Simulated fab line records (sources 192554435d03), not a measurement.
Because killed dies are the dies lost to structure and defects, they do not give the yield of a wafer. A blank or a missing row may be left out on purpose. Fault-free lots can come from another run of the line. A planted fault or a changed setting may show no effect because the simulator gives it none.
One fault seen from 2 desks | flow n5Finfet | every desk sees just its own numbers, and what lay behind them comes last

== DESK OF THE TOOL OWNER: rieDiel-05 ==
The tool's own readings at N5_BEOL_M3_ETCH_63 (etches SiARC in CF4, target depth 15.6 nm, time 26 s): means of the sampled wafers that have a number, for each lot that ran on this tool. Marked OUT: a lot whose mean sits more than 4 standard deviations from the usual mean, which makes it out of limits; the brackets give that distance.
Columns: A = drypumpMotorCurrentA at N5_BEOL_M3_ETCH_63, usual 5.7 A; B = etchRfOnTimeS at N5_BEOL_M3_ETCH_63, usual 26.0 s; C = oesProductAu at N5_BEOL_M3_ETCH_63, usual 0.66 a.u.; D = rfVppV at N5_BEOL_M3_ETCH_63, usual 184.4 V; E = showerheadPlenumPTorr at N5_BEOL_M3_ETCH_63, usual 2.17 Torr; F = throttleValvePct at N5_BEOL_M3_ETCH_63, usual 15.65 %
lot  | first seen here | A   | B               | C    | D     | E    | F
L802 | day 7 09:54     | 5.8 | 25.8            | 0.67 | 184.5 | 2.14 | 15.61
L803 | day 7 12:11     | 5.6 | 26.0            | 0.66 | 183.9 | 2.14 | 15.79
L804 | day 7 18:19     | 5.2 | 25.9            | 0.63 | 185.0 | 2.22 | 15.80
L809 | day 9 22:34     | 5.8 | 15.1 (-16) OUT  | 0.86 | 184.1 | 2.12 | 15.69
L812 | day 10 04:01    | 6.0 | 20.1 (-8.9) OUT | 0.81 | 182.6 | 2.10 | 15.72
L814 | day 10 09:22    | 5.5 | 20.4 (-8.6) OUT | 0.72 | 183.7 | 2.12 | 15.96
This desk's verdict: out of limits on L809, L812, L814, starting with L809 at day 9 22:34 (etchRfOnTimeS at N5_BEOL_M3_ETCH_63). L802, L803, L804 stayed within limits.

== THE METROLOGY DESK ==
What the gauges read, lot by lot, whatever tool the lot ran on: means of the sampled wafers that have a number. Marked OUT: a lot whose mean sits more than 4 standard deviations from the usual mean, which makes it out of limits; the brackets give that distance. Only the readings that lie furthest out on some lot appear, 7 of the 10 it has.
Columns: A = DIBL_P at N5_BEOL_M4_RC_MEAS_101, usual 36.2 mV/V; B = IOFF_N at N5_BEOL_M4_RC_MEAS_101, usual 0.16 nA/um; C = IOFF_P at N5_BEOL_M4_RC_MEAS_101, usual 0.21 nA/um; D = ION_N at N5_BEOL_M4_RC_MEAS_101, usual 673 uA/um; E = ION_P at N5_BEOL_M4_RC_MEAS_101, usual 462 uA/um; F = VT_N at N5_BEOL_M4_RC_MEAS_101, usual 250 mV; G = VT_P at N5_BEOL_M4_RC_MEAS_101, usual -251 mV
lot  | first seen here | A    | B    | C    | D   | E   | F   | G
L801 | day 7 23:13     | 38.2 | 0.17 | 0.22 | 672 | 457 | 247 | -250
L802 | day 8 05:29     | 36.6 | 0.16 | 0.22 | 674 | 472 | 250 | -249
L803 | day 8 07:13     | 40.2 | 0.25 | 0.31 | 699 | 475 | 241 | -244
L804 | day 8 10:10     | 34.9 | 0.14 | 0.19 | 676 | 466 | 249 | -252
L809 | day 10 17:28    | 38.9 | 0.19 | 0.24 | 688 | 467 | 246 | -246
L812 | day 11 04:16    | 36.5 | 0.14 | 0.19 | 670 | 460 | 252 | -254
L814 | day 11 04:55    | 37.9 | 0.16 | 0.24 | 667 | 462 | 250 | -246
L816 | day 11 13:39    | 32.5 | 0.11 | 0.15 | 655 | 446 | 256 | -255
L817 | day 12 13:05    | 36.0 | 0.16 | 0.22 | 674 | 465 | 250 | -249
L823 | day 13 17:47    | 35.8 | 0.14 | 0.16 | 668 | 452 | 253 | -258
This desk's verdict: no lot among the 10 shows anything out of limits.

== TAKEN TOGETHER ==
At day 9 22:34, on L809, L812, L814, the tool owner's desk was in a position to raise an alarm.
Nothing out of limits was seen by the metrology desk.
The metrology desk has L809, L812, L814 on record, within its limits.
Every lot named ran N5_BEOL_M3_ETCH_63 on rieDiel-05.

== WHAT THE SIMULATOR HAD PUT IN ==
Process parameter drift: rieDiel-05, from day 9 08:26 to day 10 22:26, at N5_BEOL_M3_ETCH_63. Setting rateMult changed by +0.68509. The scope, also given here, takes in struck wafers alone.
Shown lots that were struck: L809, L812, L814.
Hours from the fault's start to each desk's first reading out of limits: the tool owner's desk, 14.
